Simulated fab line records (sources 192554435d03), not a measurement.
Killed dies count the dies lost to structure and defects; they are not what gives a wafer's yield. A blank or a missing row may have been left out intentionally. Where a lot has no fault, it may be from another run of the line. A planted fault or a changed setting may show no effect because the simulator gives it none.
fab line records	flow n5_finfet
record lots=7	wafers=18	last_day=19
route steps=1938 shown DUMMY_GATE@234 BEOL_M4@1111 PASSIVATION@1936
lots with no fault: from the same line, run without faults
start_h: hours from the record's opening day to when the first of the lot's shown wafers began	wait_h: how many hours have passed since the lot's step before this one	" same as the row above	L1.1+2: a row that stands for several wafers	- no value, or no start was given	* or withheld: withheld	< > ~ a bound
route shown NAME@n: NAME is a module with steps in the file, n the number in the route of the first one	usual: mean/standard deviation of fault-free wafers	same: alike in all rows	chamber/n: place in a boat	sites: each site's reading	_std_site: how widely they spread, as a standard deviation	_edge_site: the outer-site mean with the inner-site mean subtracted	radius_mm: how far each site lies from the wafer's centre	mask NAME#n: copy n	behind: tool/chamber where the wafer was last shaped	hold: reason for holding the lot/hours on hold/outcome of the hold	device: the transistor (n, p or np) that didn't switch	end of line: at the end of the route, the tests of the same wafers	for a step that has no rows: nothing shown but its recipe	killed: count of dies lost to structure and defects at first sort (not the wafer's yield)	map: shows each die of a wafer: x if killed, . if not, _ if none is there
set.NAME: the setting that was run; set.NAME@STEP: the one run at that earlier step	model.NAME: the simulator's own value behind a step, which no gauge read
lots seen at some steps along the route; tables by step, rows by wafer
services: from which hour (start_h, from the record's first day; less than 0 if before it) a tool's chamber was out of use, for how many hours, and why
## steps
# step N5_DUMMY_GATE_DESCUM_20
# recipe chemistry=O2	time_s=6.2	source_power_w=50	bias_power_w=20	pressure_mtorr=20	rf_frequency_hz=2.712e+07	temp_c=40	resist=CAR-EUV	o2_flow_sccm=225
# usual drypump_motor_current_A=5.7/0.72	oes_product_au=0.75/0.07	rf_vpp_V=243.1/1.4	showerhead_plenum_p_Torr=2.09/0.083	throttle_valve_pct=20.50/0.22
# same time_s=6.2
lot.wafer	tool	chamber	start_h	wait_h	drypump_motor_current_A	oes_product_au	rf_hours_counter_h	rf_vpp_V	showerhead_plenum_p_Torr	throttle_valve_pct
L632.3	rie_diel-05	0	75.49	0.0	6.7	0.72	167	241.9	1.99	20.70
L632.4	"	2	"	"	5.3	0.73	175	242.7	2.16	20.37
L632.5	"	2	"	"	5.3	0.73	-	243.0	2.16	20.37
L637.3	rie_diel-06	1	107.74	0.1	5.4	0.74	168	243.4	2.09	20.49
L637.5	"	2	"	"	6.5	0.68	-	243.6	2.05	20.37
L637.6	"	1	"	"	5.4	0.75	-	244.0	2.09	20.47
L642.2	rie_diel-06	1	139.43	0.0	5.4	0.74	177	244.4	2.08	20.51
L642.4	"	0	"	"	6.4	0.85	-	245.0	2.20	20.08
L644.4	rie_diel-05	1	149.58	0.0	6.7	0.75	148	241.1	1.99	20.45
L644.6	"	0	"	"	6.7	0.70	-	241.2	1.98	20.74
L645.3	rie_diel-01	1	153.94	0.0	5.2	0.69	218	244.4	2.14	20.29
L645.6	"	2	"	"	5.5	0.78	-	244.0	2.10	20.71
L647.1	rie_diel-06	2	167.01	0.3	6.5	0.92	5	242.3	2.05	20.01
L647.2	"	1	"	"	5.4	0.73	187	242.5	2.08	20.52
L647.6	"	0	"	"	6.4	0.84	-	244.0	2.20	20.10
L650.2	rie_diel-05	3	193.02	0.9	4.9	0.91	24	245.7	2.23	20.42
L650.4	"	0	"	"	6.7	0.69	210	241.0	1.97	20.75
L650.5	"	2	"	"	5.3	0.70	-	244.8	2.15	20.44
# step N5_DUMMY_GATE_ETCH_29
# recipe chemistry=N2/H2	target=underlayer	target_depth_a=130	ion_energy_ev=200	pressure_mtorr=30	source_w=840	bias_w=150	n2_flow_sccm=200	h2_flow_sccm=200
# usual drypump_motor_current_A=5.7/0.72	oes_product_au=0.75/0.066	rf_vpp_V=523.9/2.9	showerhead_plenum_p_Torr=2.54/0.1	throttle_valve_pct=17.98/0.18
lot.wafer	tool	chamber	start_h	wait_h	drypump_motor_current_A	oes_product_au	rf_hours_counter_h	rf_vpp_V	showerhead_plenum_p_Torr	throttle_valve_pct
L632.3	rie_diel-05	0	75.56	0.0	6.7	0.73	167	520.5	2.41	18.19
L632.4	"	2	"	"	5.3	0.73	175	528.2	2.64	17.89
L632.5	"	2	"	"	5.3	0.72	-	526.7	2.64	17.88
L637.3	rie_diel-06	1	107.81	0.0	5.4	0.73	168	523.4	2.52	17.89
L637.5	"	2	"	"	6.5	0.68	-	522.2	2.51	17.95
L637.6	"	1	"	"	5.4	0.73	-	523.7	2.52	17.88
L642.2	rie_diel-06	1	139.49	0.0	5.4	0.71	177	523.3	2.52	17.91
L642.4	"	0	"	"	6.4	0.84	-	528.2	2.69	17.59
L644.4	rie_diel-05	1	149.64	0.0	6.7	0.75	148	521.3	2.43	18.01
L644.6	"	0	"	"	6.7	0.72	-	520.8	2.40	18.23
L645.3	rie_diel-01	1	154.01	0.0	5.2	0.71	218	523.7	2.61	17.84
L645.6	"	2	"	"	5.6	0.78	-	526.1	2.53	17.96
L647.1	rie_diel-06	2	167.07	0.0	6.5	0.93	5	523.2	2.50	17.55
L647.2	"	1	"	"	5.4	0.72	187	523.0	2.52	17.91
L647.6	"	0	"	"	6.4	0.83	-	527.7	2.69	17.61
L650.2	rie_diel-05	3	193.08	0.0	5.0	0.90	24	529.4	2.72	17.88
L650.4	"	0	"	"	6.7	0.70	210	521.2	2.40	18.26
L650.5	"	2	"	"	5.3	0.70	-	526.6	2.62	17.94
# step N5_DUMMY_GATE_ETCH_36
# recipe chemistry=CF4	target=SiARC	target_depth_a=130	pressure_mtorr=40	source_w=545	bias_w=36	Ar_flow_sccm=100	cf4_flow_sccm=100	ion_energy_ev=80
# step N5_DUMMY_GATE_ETCH_37
# recipe chemistry=N2/H2	target=SOC	target_depth_a=600	overetch_a=300	temp_c=40	ion_energy_ev=200	pressure_mtorr=30	source_w=840	bias_w=150	n2_flow_sccm=200	h2_flow_sccm=200
# step N5_DUMMY_GATE_STRIP_38
# recipe chemistry=N2/H2	temp_c=40	n2_flow_sccm=200	h2_flow_sccm=200	rf_frequency_hz=6e+07
# step N5_DUMMY_GATE_STRIP_39
# recipe chemistry=N2/H2	temp_c=40	n2_flow_sccm=200	h2_flow_sccm=200	rf_frequency_hz=6e+07
# step N5_DUMMY_GATE_TRIM_49
# recipe chemistry=O2	resist=SOC	time_s=29	target_cd_nm=14	source_power_w=300	bias_power_w=0	O2_flow_sccm=100	temp_c=20
# step N5_DUMMY_GATE_STRIP_40
# recipe chemistry=CF4	resist=SiARC	power_w=300	bias_power_w=75	pressure_mtorr=50	cf4_flow_sccm=150	rf_frequency_hz=6e+07
# step N5_DUMMY_GATE_CD_MEAS_50
# recipe target_cd_nm=14
# usual cd_nm=14.0/0.41
lot.wafer	tool	chamber	start_h	wait_h	cd_nm
L632.3	cd_sem-03	-	75.87	0.0	13.9
L632.4	"	-	"	"	14.8
L632.5	"	-	"	"	14.6
L637.3	cd_sem-01	-	108.12	0.0	14.7
L637.5	"	-	"	"	14.5
L637.6	"	-	"	"	14.7
L642.2	cd_sem-02	-	139.81	0.0	14.0
L642.4	"	-	"	"	14.2
L644.4	cd_sem-03	-	149.97	0.0	14.4
L644.6	"	-	"	"	13.8
L645.3	cd_sem-03	-	154.32	0.0	14.5
L645.6	"	-	"	"	14.1
L647.1	cd_sem-03	-	167.49	0.0	13.4
L647.2	"	-	"	"	13.7
L647.6	"	-	"	"	14.6
L650.2	cd_sem-02	-	193.53	0.0	14.1
L650.4	"	-	"	"	14.3
L650.5	"	-	"	"	14.8
# step N5_DUMMY_GATE_ETCH_31
# recipe chemistry=C4F6/O2	target=SiO2	mask_material=SOC	target_depth_a=825	time_s=27.5	ion_energy_ev=250	pressure_mtorr=30	source_w=345	bias_w=185	Ar_flow_sccm=300	C4F6_flow_sccm=10	O2_flow_sccm=10
# usual drypump_motor_current_A=5.7/0.69	oes_product_au=0.75/0.07	rf_vpp_V=667/13	showerhead_plenum_p_Torr=2.86/0.096	throttle_valve_pct=21.29/0.22
# same time_s=27.5
lot.wafer	tool	chamber	start_h	wait_h	drypump_motor_current_A	oes_product_au	rf_hours_counter_h	rf_vpp_V	showerhead_plenum_p_Torr	throttle_valve_pct
L632.3	rie_diel-05	0	75.92	0.0	6.7	0.73	167	672	2.74	21.61
L632.4	"	3	"	"	4.9	0.65	244	649	2.68	21.42
L632.5	"	0	"	"	6.7	0.72	-	672	2.74	21.62
L637.3	rie_diel-01	0	108.25	0.1	5.1	0.79	135	694	2.95	21.34
L637.5	"	1	"	"	5.2	0.71	-	673	2.95	21.16
L637.6	"	0	"	"	5.0	0.79	-	693	2.95	21.34
L642.2	rie_diel-01	0	139.85	0.0	5.0	0.78	145	694	2.95	21.36
L642.4	"	3	"	"	4.7	0.71	213	669	2.82	21.43
L644.4	rie_diel-06	3	150.03	0.1	5.5	0.74	-	657	2.86	21.36
L644.6	"	1	"	"	5.4	0.72	-	667	2.82	21.19
L645.3	rie_diel-06	1	154.37	0.0	5.4	0.72	183	668	2.82	21.20
L645.6	"	3	"	"	5.5	0.75	-	658	2.86	21.35
L647.1	rie_diel-06	1	167.56	0.1	5.4	0.72	187	667	2.82	21.19
L647.2	"	3	"	"	5.5	0.74	176	657	2.85	21.37
L647.6	"	3	"	"	5.4	0.74	-	658	2.85	21.37
L650.2	rie_diel-05	1	193.61	0.1	6.7	0.72	166	648	2.76	21.45
L650.4	"	2	"	"	5.3	0.69	210	666	2.94	21.27
L650.5	"	3	"	"	4.9	0.91	-	660	3.01	21.11
# step N5_DUMMY_GATE_STRIP_41
# recipe chemistry=O2	power_w=400	temp_c=40	pressure_mtorr=30	rf_frequency_hz=6e+07	bias_power_w=0	overash_fraction=0.3	o2_flow_sccm=225
# step N5_DUMMY_GATE_HM_OPEN_21
# recipe chemistry=CH3F/O2	target=SiNx	target_depth_a=1200	Ar_flow_sccm=150	CH3F_flow_sccm=30	O2_flow_sccm=23	time_s=171.4	pressure_mtorr=30	source_w=395	bias_w=73	ion_energy_ev=120.7
# usual drypump_motor_current_A=5.7/0.69	oes_product_au=0.75/0.069	rf_vpp_V=300/5.8	showerhead_plenum_p_Torr=2.03/0.072	throttle_valve_pct=16.59/0.21
# same time_s=171.4
lot.wafer	tool	chamber	start_h	wait_h	drypump_motor_current_A	oes_product_au	rf_hours_counter_h	rf_vpp_V	showerhead_plenum_p_Torr	throttle_valve_pct
L632.3	rie_diel-05	0	76.00	0.0	6.7	0.73	167	302	1.94	16.87
L632.4	"	3	"	"	4.9	0.65	244	291	1.90	16.81
L632.5	"	0	"	"	6.7	0.74	-	302	1.94	16.88
L637.3	rie_diel-01	0	108.34	0.0	5.0	0.79	135	312	2.10	16.66
L637.5	"	1	"	"	5.2	0.71	-	302	2.09	16.48
L637.6	"	0	"	"	5.0	0.79	-	312	2.10	16.64
L642.2	rie_diel-01	0	139.94	0.0	5.0	0.77	146	313	2.10	16.66
L642.4	"	3	"	"	4.7	0.71	213	301	2.00	16.77
L644.4	rie_diel-06	3	150.16	0.1	5.5	0.74	-	296	2.02	16.60
L644.6	"	1	"	"	5.4	0.72	-	301	2.00	16.56
L645.3	rie_diel-06	1	154.45	0.0	5.4	0.72	183	299	2.00	16.56
L645.6	"	3	"	"	5.4	0.75	-	294	2.02	16.61
L647.1	rie_diel-06	1	167.65	0.0	5.4	0.72	187	300	2.00	16.57
L647.2	"	3	"	"	5.5	0.74	176	297	2.02	16.62
L647.6	"	3	"	"	5.4	0.75	-	296	2.02	16.62
L650.2	rie_diel-05	1	193.70	0.0	6.7	0.72	166	292	1.95	16.70
L650.4	"	2	"	"	5.3	0.70	210	298	2.09	16.61
L650.5	"	3	"	"	4.9	0.91	-	298	2.14	16.38
# step N5_DUMMY_GATE_ETCH_32
# recipe chemistry=CF4	target=SiO2	target_depth_a=35	time_s=3.9	ion_energy_ev=350	pressure_mtorr=10	icp_w=800	bias_w=400	cf4_flow_sccm=80
# usual drypump_motor_current_A=5.6/0.61	oes_product_au=1.004/0.016	throttle_valve_pct=21.8/0.34
# same time_s=3.9
lot.wafer	tool	chamber	start_h	wait_h	drypump_motor_current_A	oes_product_au	rf_hours_counter_h	throttle_valve_pct	model.etch.depth_nm	model.SiO2_of_DUMMY_GATE_PECVD_30.thk_nm
L632.3	rie_si-05	3	76.16	0.1	5.1	0.990	116	22.4	3.523	41.6
L632.4	"	1	"	"	5.4	1.036	42	21.8	3.612	43
L632.5	"	2	"	"	6.4	1.001	-	22.1	3.353	43
L637.3	rie_si-04	0	108.50	0.1	4.6	0.976	80	21.4	3.366	42
L637.5	"	0	"	"	4.6	0.992	-	21.4	3.416	42.6
L637.6	"	1	"	"	6.0	0.986	-	21.6	3.556	42.4
L642.2	rie_si-05	1	140.10	0.1	5.4	1.011	43	21.8	3.555	41.4
L642.4	"	3	"	"	5.1	1.245	117	22.5	4.919	40.2
L644.4	rie_si-05	1	150.25	0.0	5.4	1.283	43	21.9	4.987	40.2
L644.6	"	3	"	"	5.1	1.013	-	22.4	3.595	42.2
L645.3	rie_si-05	3	154.61	0.1	5.1	1.246	117	22.5	4.918	39.4
L645.6	"	2	"	"	6.4	1.004	-	22.1	3.355	40.8
L647.1	rie_si-03	1	167.81	0.1	5.3	1.003	20	21.6	3.546	41.4
L647.2	"	3	"	"	6.7	0.990	99	21.9	3.451	40.6
L647.6	"	2	"	"	6.0	1.017	-	21.9	3.548	41.6
L650.2	rie_si-04	2	193.86	0.1	5.5	1.009	9	22.1	3.378	41.8
L650.4	"	1	"	"	6.0	1.007	10	21.6	3.574	42.6
L650.5	"	3	"	"	6.2	0.993	-	21.2	3.439	41.4
# step N5_DUMMY_GATE_ETCH_23
# recipe chemistry=HBr/Cl2/O2	HBr_flow_sccm=150	Cl2_flow_sccm=80	O2_flow_sccm=12	bias_w=102	target_depth_a=410	time_s=22.3	target=poly-Si	mask_material=SiO2	pressure_mtorr=10	icp_w=800
# usual drypump_motor_current_A=5.6/0.61	oes_product_au=1.004/0.016	throttle_valve_pct=37.3/0.47
# same time_s=22.3
lot.wafer	tool	chamber	start_h	wait_h	drypump_motor_current_A	oes_product_au	rf_hours_counter_h	throttle_valve_pct
L632.3	rie_si-05	3	76.19	0.0	5.0	1.008	116	38.2
L632.4	"	1	"	"	5.4	1.024	42	37.2
L632.5	"	2	"	"	6.4	1.030	-	37.7
L637.3	rie_si-04	0	108.53	0.0	4.6	0.977	80	36.8
L637.5	"	0	"	"	4.7	0.988	-	36.7
L637.6	"	1	"	"	6.0	0.991	-	36.9
L642.2	rie_si-05	1	140.13	0.0	5.4	1.015	43	37.2
L642.4	"	3	"	"	5.0	0.992	117	38.2
L644.4	rie_si-05	1	150.28	0.0	5.4	1.033	43	37.2
L644.6	"	3	"	"	5.1	1.007	-	38.2
L645.3	rie_si-05	3	154.65	0.0	5.1	1.012	117	38.2
L645.6	"	2	"	"	6.4	1.009	-	37.7
L647.1	rie_si-03	1	167.84	0.0	5.3	1.012	20	37.0
L647.2	"	3	"	"	6.7	0.984	99	37.7
L647.6	"	2	"	"	5.9	1.023	-	37.2
L650.2	rie_si-04	2	193.89	0.0	5.5	1.018	9	37.5
L650.4	"	1	"	"	6.0	0.992	10	36.9
L650.5	"	3	"	"	6.2	1.001	-	36.4
# step N5_DUMMY_GATE_ETCH_44
# recipe chemistry=HBr/O2	over_etch_frac=0.7	target_depth_a=1275	stop_on=SiO2	ion_energy_ev=60	bias_w=20	target=poly-Si	mask_material=SiO2	pressure_mtorr=20	icp_w=400	HBr_flow_sccm=120	O2_flow_sccm=10
# usual drypump_motor_current_A=5.6/0.61	oes_product_au=0.732/0.012	throttle_valve_pct=18.50/0.28
lot.wafer	tool	chamber	start_h	wait_h	drypump_motor_current_A	oes_product_au	rf_hours_counter_h	throttle_valve_pct	model.SiO2_of_DUMMY_GATE_PECVD_30.thk_nm
L632.3	rie_si-05	3	76.25	0.0	5.1	0.737	116	19.05	38
L632.4	"	1	"	"	5.4	0.731	42	18.53	39.4
L632.5	"	2	"	"	6.4	0.752	-	18.67	39.4
L637.3	rie_si-04	0	108.59	0.0	4.6	0.721	80	18.17	38.6
L637.5	"	0	"	"	4.6	0.741	-	18.16	39.2
L637.6	"	1	"	"	6.0	0.726	-	18.21	38.8
L642.2	rie_si-05	1	140.19	0.0	5.4	0.727	43	18.53	37.6
L642.4	"	3	"	"	5.0	0.727	117	19.07	36.8
L644.4	rie_si-05	1	150.34	0.0	5.4	0.731	43	18.53	36.4
L644.6	"	3	"	"	5.1	0.725	-	19.08	38.6
L645.3	rie_si-05	3	154.70	0.0	5.0	0.731	117	19.07	35.6
L645.6	"	2	"	"	6.4	0.756	-	18.67	37.4
L647.1	rie_si-03	1	167.90	0.0	5.3	0.729	20	18.42	38
L647.2	"	3	"	"	6.7	0.718	99	18.58	37
L647.6	"	2	"	"	5.9	0.732	-	18.51	38
L650.2	rie_si-04	2	193.95	0.0	5.5	0.759	9	18.75	38.2
L650.4	"	1	"	"	6.0	0.725	10	18.23	39
L650.5	"	3	"	"	6.2	0.743	-	18.13	38
# step N5_DUMMY_GATE_CD_MEAS_24
# recipe target_cd_nm=15
# usual cd_nm=15.0/0.43
lot.wafer	tool	chamber	start_h	wait_h	cd_nm
L632.3	cd_sem-02	-	76.37	0.1	14.7
L632.4	"	-	"	"	15.9
L632.5	"	-	"	"	15.3
L637.3	cd_sem-03	-	108.70	0.1	15.6
L637.5	"	-	"	"	14.9
L637.6	"	-	"	"	15.0
L642.2	cd_sem-02	-	140.30	0.1	15.1
L642.4	"	-	"	"	14.5
L644.4	cd_sem-01	-	150.46	0.1	14.7
L644.6	"	-	"	"	14.9
L645.3	cd_sem-02	-	154.82	0.1	15.1
L645.6	"	-	"	"	15.0
L647.1	cd_sem-01	-	168.00	0.1	14.2
L647.2	"	-	"	"	14.9
L647.6	"	-	"	"	14.7
L650.2	cd_sem-03	-	194.06	0.1	14.8
L650.4	"	-	"	"	15.5
L650.5	"	-	"	"	14.9
# step N5_BEOL_M4_RC_MEAS_101
# usual DIBL_N=36.3/1.9	DIBL_P=36.0/2.1	IOFF_N=0.16/0.031	IOFF_P=0.21/0.035	ION_N=675/14	ION_P=464/8.5	SS_N=71.5/0.6	SS_P=73.3/0.72	VT_N=250/3.2	VT_P=-250/3.1
lot.wafer	tool	chamber	start_h	wait_h	DIBL_N[mV/V]	DIBL_P[mV/V]	IOFF_N[nA/um]	IOFF_P[nA/um]	ION_N[uA/um]	ION_P[uA/um]	SS_N[mV/dec]	SS_P[mV/dec]	VT_N[mV]	VT_P[mV]
L632.3	prober-01	0	192.98	0.3	35.8	36.9	0.16	0.24	680	471	71.8	73.4	251	-249
L632.4	"	0	"	"	33.1	33.2	0.13	0.19	672	468	71.0	72.2	251	-248
L632.5	"	0	"	"	34.9	36.5	0.16	0.25	676	469	70.9	73.0	249	-244
L637.3	prober-01	0	214.58	0.3	33.5	33.2	0.12	0.16	679	461	71.3	72.8	252	-255
L637.5	"	0	"	"	33.7	33.7	0.12	0.17	674	462	70.4	72.7	253	-253
L637.6	"	0	"	"	33.7	33.7	0.13	0.17	689	470	71.6	72.6	252	-253
L647.1	prober-01	0	289.37	0.0	38.2	40.3	0.19	0.22	681	458	71.8	74.0	248	-253
L647.2	"	0	"	"	36.4	38.6	0.17	0.20	702	473	72.0	73.6	248	-253
L647.6	"	0	"	"	36.3	37.3	0.16	0.18	688	464	71.4	73.4	247	-255
L642.2	prober-01	0	302.52	0.2	36.6	36.0	0.16	0.19	672	464	71.3	72.6	250	-253
L642.4	"	0	"	"	32.8	32.1	0.10	0.13	671	462	70.9	72.2	256	-259
L645.3	prober-02	0	307.86	0.3	37.9	37.0	0.17	0.23	670	464	71.4	73.8	247	-245
L645.6	"	0	"	"	40.5	39.5	0.24	0.27	715	481	72.2	74.0	244	-245
L644.4	prober-01	0	313.87	0.5	39.5	36.7	0.20	0.22	679	457	71.5	72.9	248	-252
L644.6	"	0	"	"	38.0	36.6	0.16	0.22	673	461	71.7	74.1	251	-248
L650.2	prober-01	0	340.83	0.2	36.4	36.4	0.14	0.21	650	452	71.2	72.6	254	-250
L650.4	"	0	"	"	35.2	35.1	0.14	0.19	665	461	71.4	72.9	250	-254
L650.5	"	0	"	"	36.7	37.6	0.17	0.22	663	457	71.0	73.8	252	-250
# step N5_PASSIVATION_PROBE_49
# usual defect_limited_yield=91.0/1.5	killed_at_M0_to_M3=32/9.6	killed_at_M4_up=13/4.7	killed_at_contacts=13/7.2	killed_at_front_end=44/13	killed_at_other=4/3.4	killed_dies=106/18	killed_open=70/13	killed_short=35/8	sort_bin_5_function=5.3/0.97	sort_bin_6_memory=3.4/0.73	sort_n_pass=1074/18	sort_yield_pct=91.0/1.5
# same gross_dies=1180	killed_at_back_side=0	sort_bin_4_leakage[%]=0	sort_bin_8_speed[%]=0
lot.wafer	tool	chamber	start_h	wait_h	defect_limited_yield[%]	killed_at_M0_to_M3	killed_at_M4_up	killed_at_contacts	killed_at_front_end	killed_at_other	killed_dies	killed_open	killed_short	sort_bin_5_function[%]	sort_bin_6_memory[%]	sort_n_pass	sort_yield_pct[%]
L645.6	prober-01	-	421.06	0.3	87.6	49	20	12	58	7	146	98	48	6.5	5.4	1034	87.6
# killed by level:class
L645.6 FIN_SAQP:geometric_particle:open=21 BEOL_M0_SAQP:geometric_particle:short=18 BEOL_M0_SAQP:geometric_particle:open=15 FIN_SAQP:geometric_particle:short=12 BEOL_M4:geometric_particle:open=11 MOL_CONTACT_COAG:geometric_particle:open=11 STI_FIN_REVEAL:geometric_particle:open=10 BEOL_M3:geometric_particle:open=9
## services
tool	chamber	start_h	hours	kind
rie_si-05	1	61.31	6.5	repair
rie_diel-05	-	61.74	0.4	repair
rie_si-04	-	76.99	0.3	repair
rie_diel-06	-	78.44	14.6	pm
rie_si-04	0	82.15	13.6	repair
rie_diel-05	3	93.56	-	clean
rie_diel-05	3	93.56	-	consumable_replace:focus_ring
rie_diel-05	3	93.56	-	consumable_replace:showerhead
rie_diel-05	3	93.56	27.5	scheduled_down
rie_diel-05	3	93.56	27.5	vent_cycle
rie_si-03	0	125.66	9.2	repair
rie_diel-06	2	128.02	-	clean
rie_diel-06	2	128.02	-	consumable_replace:focus_ring
rie_diel-06	2	128.02	22.3	scheduled_down
rie_diel-06	2	128.02	22.3	vent_cycle
rie_si-03	-	129.77	0.4	repair
rie_diel-05	2	167.42	14.2	repair
rie_diel-06	-	168.33	28.1	pm
rie_si-03	3	183.85	32.6	repair
## key
first_sign step=N5_DUMMY_GATE_ETCH_32	reading=oes_product_au	direction=up	sigmas=16	usual=1.004	struck=1.258
effect none on later readings
model_effect step=N5_DUMMY_GATE_ETCH_32	value=etch.depth_nm	without=3.588	struck=4.941
model_effect step=N5_DUMMY_GATE_ETCH_44	value=SiO2_of_DUMMY_GATE_PECVD_30.thk_nm	without=37.6	struck=36.27
met_at N5_DUMMY_GATE_ETCH_32
struck_wafers L642.4,L644.4,L645.3
onset_between 76.16 140.10
fault kind=process_parameter_drift	tool=rie_si-05	chamber=-	onset_h=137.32	steps=N5_DUMMY_GATE_ETCH_32	channel=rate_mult	offset=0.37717	shape=step	end_h=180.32	scope=struck_wafers_only
